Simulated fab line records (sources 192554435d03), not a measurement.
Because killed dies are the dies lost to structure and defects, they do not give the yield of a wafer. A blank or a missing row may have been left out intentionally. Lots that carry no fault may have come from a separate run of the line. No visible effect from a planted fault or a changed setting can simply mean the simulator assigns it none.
Split-lot trial ; flow n5 finfet ; on a route of 1938 steps: 7 lots, 21 wafers read

== THE SPLIT ITSELF ==
At N5_BEOL_M4_TRENCH_ETCH_37 (etches SiOC in C4F6/O2, target depth 55.555 nm, time 29.2 s), the setting time s was moved away from the recipe's 29.2 s on 4 of the 21 wafers read, by -22.0% to -10.7%. The other wafers ran this setting at the recipe's value.

== FROM THE SPLIT TO THE READING: what the file shows between them, 14 steps ==
- N5_BEOL_M4_ETCH_41: etches SiCN in CH3F/O2, target depth 29.9 nm, time 52.5 s
- N5_BEOL_M4_STRIP_97: strips in N2/H2, time 10 s
- N5_BEOL_M4_OCD_MEAS_38
- N5_BEOL_M4_SURFACE_TREAT_85 (also split here: time s)
- N5_BEOL_M4_CVD_47: deposits Co from CCTBA/H2, target thk 3 nm, time 223.8 s
- N5_BEOL_M4_SPUTTER_48: material Cu, target thk 4.5 nm, time 8.29 s
- N5_BEOL_M4_ECD_50: material Cu, target thk 300 nm
- N5_BEOL_M4_ANNEAL_51: time 90 s
- N5_BEOL_M4_CMP_52: polishes, stops on SiOC, t overpolish 6.8 s, target thk 40 nm
- N5_BEOL_M4_THK_MEAS_53: measures by xrf
- N5_BEOL_M4_PRE_CLEAN_60: time 15 s
- N5_BEOL_M4_CO_CAP_55: material Co, precursor CCTBA/H2, target thk 2 nm, time 102.1 s
- N5_BEOL_M4_PRE_CLEAN_56: time 15 s
- N5_BEOL_M4_DEP_57: deposits SiCN from 3MS/NH3, target thk 8 nm, time 14 s

== THE READING ==
At N5_BEOL_M4_RS_MEAS_58, a four-point-probe measurement gives M4_RS in ohm/sq. On this fab line, fault-free wafers typically give 0.668 ohm/sq with a standard deviation of 0.026 ohm/sq.

wafer;tool, chamber at the split;time s as run, s;against the recipe;M4_RS, ohm/sq;against lot-mates on the recipe
L076.2;rie diel-04, 1;29.2;recipe;0.652;-
L076.4;rie diel-04, 2;29.2;recipe;0.669;-
L076.5;rie diel-04, 2;29.2;recipe;0.643;-
L082.1;rie diel-01, 3;29.2;recipe;0.624;-
L082.2;rie diel-01, 1;29.2;recipe;0.630;-
L082.3;rie diel-01, 2;22.79;-22.0%;1.038;+0.411
L086.2;rie diel-01, 2;29.2;recipe;0.637;-
L086.5;rie diel-01, 0;26.08;-10.7%;0.793;+0.156
L086.6;rie diel-01, 3;26.08;-10.7%;0.762;+0.125
L088.4;rie diel-02, 0;24.96;-14.5%;0.878;+0.203
L088.5;rie diel-02, 1;29.2;recipe;0.653;-
L088.6;rie diel-02, 0;29.2;recipe;0.697;-
L087.2;rie diel-04, 3;29.2;recipe;0.668;-
L087.3;rie diel-04, 0;29.2;recipe;0.633;-
L087.6;rie diel-04, 0;29.2;recipe;0.632;-
L089.1;rie diel-01, 2;29.2;recipe;0.631;-
L089.5;rie diel-01, 0;29.2;recipe;0.640;-
L089.6;rie diel-01, 3;29.2;recipe;0.634;-
L091.3;rie diel-02, 3;29.2;recipe;0.650;-
L091.4;rie diel-02, 0;29.2;recipe;0.697;-
L091.5;rie diel-02, 2;29.2;recipe;0.673;-

FIT RESULTS
A straight line over all 21 wafers: M4_RS changes by -0.0159 ohm/sq for each +1% of time s; r = -0.97; the points scatter about the line by 0.027 ohm/sq.
The same after taking each lot's own level away (the mean of its wafers on the recipe; 21 wafers): -0.0164 ohm/sq for each +1%; r = -0.98; scatter 0.023 ohm/sq.
The reading moves by 0.36 ohm/sq for the largest change in time s, on that fit.
The span of the lots' own levels, 0.6270 to 0.6750 ohm/sq, comes to 1.8 times the standard deviation stated above.
The two slopes agree, so the slope changes little with the lot-to-lot level.
Check: +0.298 ohm/sq against its lot-mates is what the line predicts for one of the wafers moved furthest among these (-22.0%) when that wafer is left out of the fit. Against them it came out at +0.411 ohm/sq.

== OTHER SPLITS ON THESE WAFERS ==
Other splits were also applied to these wafers ahead of the reading. Each is held against what the fit with the lots' levels taken away leaves over:
other split on the same wafers;wafers away from the commonest value;r with M4_RS (lot level and that fit taken away)
N5_BEOL_M2_TRENCH_ETCH_37 source w;7;-0.17
N5_BEOL_M3_COAT_22 spin rpm;8;+0.12
N5_BEOL_M4_ILD_DEP_00 time s;8;-0.30
N5_BEOL_M4_HM_DEP_02 target thk a;9;+0.15
N5_BEOL_M4_SURFACE_TREAT_85 time s;as run: not given for these wafers;-

== THE WHOLE CHAIN: every reading that the file lists as answering this split, in the file's order ==
step;what it does;reading;change (the file's fit);r (the file's)
N5_BEOL_M4_TRENCH_ETCH_37;etches SiOC in C4F6/O2, target depth 55.555 nm, time 29.2 s;BEOL_M4.feature depth nm (the simulator's own value, which no gauge read);+0.576 nm for each +1% of the setting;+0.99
N5_BEOL_M4_TRENCH_ETCH_37;etches SiOC in C4F6/O2, target depth 55.555 nm, time 29.2 s;etch.depth nm (the simulator's own value, which no gauge read);+0.576 nm for each +1% of the setting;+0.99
N5_BEOL_M4_OCD_MEAS_38;;trench depth nm;+0.57 nm for each +1% of the setting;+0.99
N5_BEOL_M4_CMP_52;polishes, stops on SiOC, t overpolish 6.8 s, target thk 40 nm;Cu_of_BEOL_M4_ECD_50.thk nm (the simulator's own value, which no gauge read);+0.575 nm for each +1% of the setting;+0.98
N5_BEOL_M4_THK_MEAS_53;measures by xrf;M4_THK;+0.557 for each +1% of the setting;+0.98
N5_BEOL_M4_RS_MEAS_58;measures by four-point-probe;M4_RS;-0.0167 for each +1% of the setting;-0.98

== FILE'S OWN FIT ==
M4_RS changes by -0.0167 ohm/sq for each +1% of time s, r = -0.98.
